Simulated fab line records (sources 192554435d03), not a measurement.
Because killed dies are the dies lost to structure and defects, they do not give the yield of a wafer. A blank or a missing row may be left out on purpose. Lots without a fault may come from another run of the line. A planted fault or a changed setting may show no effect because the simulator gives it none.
Code-filled problem report in 8D (eight disciplines) form | flow n5Finfet | the parts of the form that need people (team, actions taken, sign-off) are left out

## 1. WHAT WENT WRONG
Wafers with no fault read 350.00 C with a standard deviation of 0.23, whereas susceptorTempC at N5_BEOL_M3_ILD_DEP_00 reads a mean of 356.20 C on 1 wafer of 1 lot. Measured from the usual mean, that is +27 standard deviations.
The step: deposits SiOC from DEMS/O2, target thk 79 nm, time 15.3 s.
The first sign was on wafer L648.4 at day 13 03:37, on pecvd-03. The record has a number at this step for 27 wafers belonging to 10 lots. By rule, "out" or "out of limits" means more than 4 standard deviations away from the usual mean. The rest of the wafers with a number are treated as sound.

## 2. WHAT IT IS, AND WHAT IT ISN'T
question                    | is                | is not
which readings at this step | susceptorTempC    | heaterPowerOuterW, heaterPowerW, showerheadPlenumPTorr, throttleValvePct
which lots                  | L648              | L627, L629, L631, L632, L634, L635, L636, L637, L649
which wafers of those lots  | L648.4            | L648.1, L648.3
read on which tools         | pecvd-03          | pecvd-02, pecvd-04
when                        | from day 13 03:37 | up to then (23 sound wafers); but 3 sound wafers of L649 came after

## 3. SUSPECTS, AND WHAT RULES EACH OUT
Counting: a tool at a process step up to the reading stays a suspect if it ran every lot that is out. Sound lots after the first of them don't rule it out here, since some wafers of a struck lot are sound.
- pvdSputter-03 at N5_BEOL_M2_SPUTTER_92 (material Cu, target thk 4.5 nm, time 8.29 s): kept. L648, the lot that is out, went through it at day 13 02:04; up to then, the latest sound lot through it was L636 at day 10 14:57.
- cvdCo-01 at N5_BEOL_M2_PRE_CLEAN_60 (time 15 s): kept. L648, the lot that is out, went through it at day 13 03:20; up to then, the latest sound lot through it was L636 at day 10 16:13.
- pecvd-03 at N5_BEOL_M3_ILD_DEP_00 (deposits SiOC from DEMS/O2, target thk 79 nm, time 15.3 s): kept. L648, the lot that is out, went through it at day 13 03:37; up to then, the latest sound lot through it was L636 at day 10 16:30. Its own susceptorTempC readings are out on those wafers.
- Within pecvd-03 at N5_BEOL_M3_ILD_DEP_00: the wafers that are out ran in chamber 0; their sound lot-mates ran in chambers 1, 2.
After the count, these remain: pvdSputter-03 at N5_BEOL_M2_SPUTTER_92, cvdCo-01 at N5_BEOL_M2_PRE_CLEAN_60 and pecvd-03 at N5_BEOL_M3_ILD_DEP_00.

## 4. THE CAUSE (what the simulator had put in)
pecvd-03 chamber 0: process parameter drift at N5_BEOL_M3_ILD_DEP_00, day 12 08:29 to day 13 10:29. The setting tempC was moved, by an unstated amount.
3 suspects survive the count, and this tool is in that group.

## 5. THE EFFECT CHAIN, in route order
Rows list readings where the struck wafers' mean (over those with a number) sits beyond 3 standard deviations from the usual. Scope: only readings with a usual standard deviation given in the record; hours: median across lots of the time from each lot's start at the first step in this table that gives one to its start at this step; sigmas: change in usual standard deviations.
hours | step                  | reading        | usual    | on struck wafers | change | sigmas
0     | N5_BEOL_M3_ILD_DEP_00 | susceptorTempC | 350.00 C | 356.20           | +6.20  | +27
The process steps in it:
- N5_BEOL_M3_ILD_DEP_00: deposits SiOC from DEMS/O2, target thk 79 nm, time 15.3 s.
At these later measuring or inspecting steps, every struck wafer for which the step has a row has a number for every such reading, and none has moved that far: N5_BEOL_M4_RC_MEAS_101.

## 6. HOW IT WOULD HAVE BEEN CAUGHT EARLIER
First out-of-limits reading in this record: day 13 03:37, which is 19 hours after fault onset at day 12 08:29.
